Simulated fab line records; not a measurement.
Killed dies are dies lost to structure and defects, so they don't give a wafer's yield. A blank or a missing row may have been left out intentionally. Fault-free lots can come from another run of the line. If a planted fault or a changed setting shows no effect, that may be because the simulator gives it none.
Chamber matching + flow nand harc + rie diel-04 running NHARC_A_STAIRCASE_DESCUM_252: 4 sister chambers
The step chemistry O2, time 3 s. 8 wafers are shown with their chamber, then 11 later ones without.

## EACH WAFER AND ITS CHAMBER
| wafer  | chamber | drypump motor current A (A) | showerhead plenum p Torr (Torr) |
|--------|---------|-----------------------------|---------------------------------|
| L079.5 | 3       | 6.6                         | 2.07                            |
| L082.1 | 0       | 5.4                         | 1.87                            |
| L093.3 | 0       | 5.5                         | 1.86                            |
| L093.6 | 1       | 5.6                         | 1.85                            |
| L092.1 | 1       | 5.6                         | 1.85                            |
| L092.3 | 3       | 6.6                         | 2.06                            |
| L092.5 | 2       | 5.2                         | 1.93                            |
| L094.2 | 2       | 5.3                         | 1.93                            |

## WAFERS WITHOUT THEIR CHAMBER
| wafer  | drypump motor current A (A) | showerhead plenum p Torr (Torr) |
|--------|-----------------------------|---------------------------------|
| L094.4 | 5.6                         | 1.85                            |
| L094.5 | 5.3                         | 1.93                            |
| L095.3 | 5.2                         | 1.93                            |
| L095.5 | 6.5                         | 2.05                            |
| L095.6 | 5.5                         | 1.86                            |
| L096.2 | 5.6                         | 1.85                            |
| L096.3 | 5.2                         | 1.93                            |
| L096.5 | 6.6                         | 2.05                            |
| L097.2 | 5.6                         | 1.84                            |
| L097.3 | 5.5                         | 1.86                            |
| L097.4 | 6.5                         | 2.05                            |

## WHICH CHAMBER EACH ONE RAN IN
| wafer  | from the rows above     | in truth |
|--------|-------------------------|----------|
| L094.4 | 1                       | 1        |
| L094.5 | 2                       | 2        |
| L095.3 | 2                       | 2        |
| L095.5 | 3                       | 3        |
| L095.6 | can't be placed: 0 or 1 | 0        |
| L096.2 | 1                       | 1        |
| L096.3 | 2                       | 2        |
| L096.5 | 3                       | 3        |
| L097.2 | 1                       | 1        |
| L097.3 | can't be placed: 0 or 1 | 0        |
| L097.4 | 3                       | 3        |
Correctly placed: 9 of 11. Can't be placed from these rows: 2 (the true chamber is among the candidates in 2). 0 placed wrongly.
How it was worked out, from the rows above alone: a wafer's distance from a chamber is the root of the sum, over the readings, of the square of ((its reading less the chamber's mean) divided by the reading's scatter). If the next closest chamber is less than 2 further off than the closest, the wafer can't be placed; otherwise it belongs to the closest. For every chamber, the mean is computed from those of its wafers that are shown. The scatter: take each reading less its chamber's mean, square it, sum over the shown wafers, divide by the number of wafers less the number of chambers, and take the root.
